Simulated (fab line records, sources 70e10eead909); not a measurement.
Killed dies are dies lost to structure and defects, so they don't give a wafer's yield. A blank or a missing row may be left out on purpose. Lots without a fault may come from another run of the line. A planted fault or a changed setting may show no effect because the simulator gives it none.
Which tool did it? | flow nand_harc | 15 lots, 45 wafers sampled, at 5 steps of a route of 1302

WHAT THE GAUGES READ, wafer by wafer
NHARC_A_SOURCE_PLATE_THK_MEAS_09: measures by ellipsometry. Usual: thk_nm 9.7 nm, standard deviation 0.89.
lot  | measured     | on            | thk_nm (nm)    | flag
L785 | day 7 11:54  | film_metro-01 | 9.0 8.2 9.3    |
L786 | day 7 17:56  | film_metro-01 | 11.0 9.4 9.9   |
L787 | day 8 10:51  | film_metro-02 | 9.7 10.4 10.4  |
L788 | day 8 10:51  | film_metro-01 | 9.0 9.1 9.6    |
L789 | day 8 23:29  | film_metro-01 | 9.8 9.3 9.7    |
L794 | day 11 01:50 | film_metro-02 | 8.5 8.1 9.5    |
L795 | day 11 01:50 | film_metro-01 | 10.0 9.4 9.0   |
L796 | day 12 02:01 | film_metro-01 | 10.1 9.4 9.7   |
L801 | day 13 21:49 | film_metro-01 | 9.7 9.1 9.7    |
L802 | day 14 10:44 | film_metro-02 | 9.0 8.3 10.0   |
L803 | day 14 14:28 | film_metro-02 | 10.5 10.4 10.4 |
L804 | day 15 12:52 | film_metro-02 | 9.4 9.9 10.4   |
L805 | day 15 17:44 | film_metro-02 | 10.5 10.8 8.1  |
L806 | day 15 17:44 | film_metro-01 | 9.3 10.8 9.2   |
L807 | day 16 08:24 | film_metro-02 | 10.4 9.0 10.8  |

NHARC_A_ONON_D1_THK_MEAS_08: measures by ellipsometry. Usual: thk_nm 1000 nm, standard deviation 7.9.
lot  | measured     | on            | thk_nm (nm)    | flag
L785 | day 8 02:46  | film_metro-02 | 990 991 993    |
L786 | day 8 08:59  | film_metro-01 | 1004 1005 1006 |
L787 | day 9 02:19  | film_metro-01 | 994 996 994    |
L788 | day 9 02:21  | film_metro-01 | 1015 1015 1014 |
L789 | day 9 15:38  | film_metro-01 | 991 990 991    |
L794 | day 11 16:32 | film_metro-02 | 1007 1008 1007 |
L795 | day 11 16:32 | film_metro-01 | 992 993 992    |
L796 | day 12 16:53 | film_metro-02 | 1003 1001 1003 |
L801 | day 14 13:41 | film_metro-01 | 983 984 983    |
L802 | day 15 01:20 | film_metro-02 | 1000 998 1000  |
L803 | day 15 05:13 | film_metro-01 | 1009 1008 1009 |
L804 | day 16 03:37 | film_metro-01 | 1004 1004 1003 |
L805 | day 16 08:46 | film_metro-02 | 1001 1002 1003 |
L806 | day 16 08:25 | film_metro-02 | 997 995 999    |
L807 | day 16 22:46 | film_metro-01 | 999 999 998    |

NHARC_A_ONON_D2_THK_MEAS_18: measures by ellipsometry. Usual: thk_nm 996 nm, standard deviation 8.2.
lot  | measured     | on            | thk_nm (nm)    | flag
L785 | day 13 08:46 | film_metro-02 | 995 994 995    |
L786 | day 13 20:43 | film_metro-02 | 995 994 995    |
L787 | day 14 10:59 | film_metro-01 | 1008 1008 1010 |
L788 | day 14 17:51 | film_metro-02 | 984 983 980    |
L789 | day 14 17:50 | film_metro-01 | 997 997 998    |
L801 | day 19 11:30 | film_metro-02 | 1001 999 1003  |
L802 | day 19 23:04 | film_metro-01 | 1000 998 998   |
L803 | day 19 23:04 | film_metro-02 | 1001 1000 1002 |
L804 | day 21 01:11 | film_metro-02 | 1008 1007 1007 |
L805 | day 21 12:45 | film_metro-02 | 1004 1004 1005 |
L806 | day 21 12:46 | film_metro-01 | 1006 1004 1004 |
L807 | day 21 22:41 | film_metro-02 | 1009 1010 1009 |

NHARC_END_SORT_01. Usual: killed_at_array 59, standard deviation 20; killed_at_other 0.8, standard deviation 1; killed_at_periphery 3.2, standard deviation 2.1; killed_dies 63, standard deviation 21; killed_open 3.0, standard deviation 1.9; killed_short 2.3, standard deviation 1.5.
lot  | measured     | on        | killed_at_array | killed_at_other | killed_at_periphery | killed_dies | killed_open | killed_short | flag
L794 | day 28 15:27 | prober-02 | 670 676 672     | 3 0 1           | 4 1 4               | 677 677 677 | 4 2 5       | 2 2 6        | OFF
L795 | day 28 06:17 | prober-01 | 668 671 674     | 3 2 1           | 6 4 2               | 677 677 677 | 1 7 1       | 3 4 4        | OFF
L796 | day 29 14:40 | prober-01 | 673 674 668     | 0 0 2           | 4 3 7               | 677 677 677 | 5 2 2       | 2 1 1        | OFF

WHICH TOOL RAN EACH LOT (tool, then ch and the chambers of the sampled wafers, then the start)
lot  | NHARC_A_DECK1_JOINT_CVD_12
L785 | lpcvd_poly-02 ch 0, day 11 17:51
L786 | lpcvd_poly-02 ch 0, day 12 06:59
L787 | lpcvd_poly-02 ch 0, day 12 16:15
L788 | lpcvd_poly-03 ch 0, day 12 22:16
L789 | lpcvd_poly-03 ch 0, day 13 01:34
L794 | lpcvd_poly-02, day 15 04:26
L795 | lpcvd_poly-02, day 15 04:26
L796 | lpcvd_poly-02, day 16 01:41
L801 | lpcvd_poly-02 ch 0, day 17 22:05
L802 | lpcvd_poly-02 ch 0, day 18 10:33
L803 | lpcvd_poly-02 ch 0, day 18 10:33
L804 | lpcvd_poly-03 ch 0, day 19 09:52
L805 | lpcvd_poly-02 ch 0, day 20 02:33
L806 | lpcvd_poly-03 ch 0, day 19 23:07
L807 | lpcvd_poly-03 ch 0, day 20 09:36
- NHARC_A_DECK1_JOINT_CVD_12: deposits poly-Si, target thk 90 nm, time 1800 s.

WHAT THE TOOLS THEMSELVES READ (means of the sampled wafers that have a number; where no wafer has one, the mark that the record gives instead)
NHARC_A_DECK1_JOINT_CVD_12. Usual: pressure_mtorr 200.0 mTorr, standard deviation 0.35; run_length_s 1801.3 s, standard deviation 0.47.
lot  | tool          | pressure_mtorr (mTorr) | run_length_s (s) | flag
L785 | lpcvd_poly-02 | 199.6                  | 1801.3           |
L786 | lpcvd_poly-02 | 199.6                  | 1801.0           |
L787 | lpcvd_poly-02 | 200.0                  | 1800.8           |
L788 | lpcvd_poly-03 | 200.1                  | 1802.1           |
L789 | lpcvd_poly-03 | 200.0                  | 1802.5           |
L794 | lpcvd_poly-02 | -                      | -                | OFF
L795 | lpcvd_poly-02 | -                      | -                | OFF
L796 | lpcvd_poly-02 | -                      | -                | OFF
L801 | lpcvd_poly-02 | 200.3                  | 1800.9           |
L802 | lpcvd_poly-02 | 199.8                  | 1801.1           |
L803 | lpcvd_poly-02 | 199.9                  | 1800.9           |
L804 | lpcvd_poly-03 | 199.6                  | 1802.2           |
L805 | lpcvd_poly-02 | 200.2                  | 1800.8           |
L806 | lpcvd_poly-03 | 200.0                  | 1801.9           |
L807 | lpcvd_poly-03 | 200.1                  | 1801.6           |

THE ANSWER, worked out from the rows above alone
Rule: a lot is off if the mean of its wafers that have a number lies more than 3 standard deviations from the usual mean. A lot without any number at a reading at which 4 lots or more have one is off too. The other lots that the step has rows for count as sound. The gauges are gone through in route order, then the tools' own readings, and for those a lot's mean is taken as printed above. The first step at which some lot is off is used, and at that step the reading that is off furthest; a lot without a number counts as furthest.
Off: L794, L795, L796, at NHARC_END_SORT_01 (killed_at_array). Neither off nor sound, because the step has no rows for them: L785, L786, L787, L788, L789, L801, L802, L803, L804, L805, L806, L807.
A tool fits if, at a process step before that reading, it ran every lot that is off, and no sound lot after the first of them. The gauges at NHARC_END_SORT_01 aren't tried: what is off there is off at NHARC_A_DECK1_JOINT_CVD_12 too, on other tools, and a gauge's error can't cause that. One fits: lpcvd_poly-02 at NHARC_A_DECK1_JOINT_CVD_12. It ran no sound lot before its first lot that is off in this sample, so the start can't be narrowed down.

WHAT THE SIMULATOR HAD PUT IN
Skipped step whole: lpcvd_poly-02, from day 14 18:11 on, at NHARC_A_DECK1_JOINT_CVD_12. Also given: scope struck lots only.
Lots struck among those shown: L794, L795, L796. The rule above found the same.
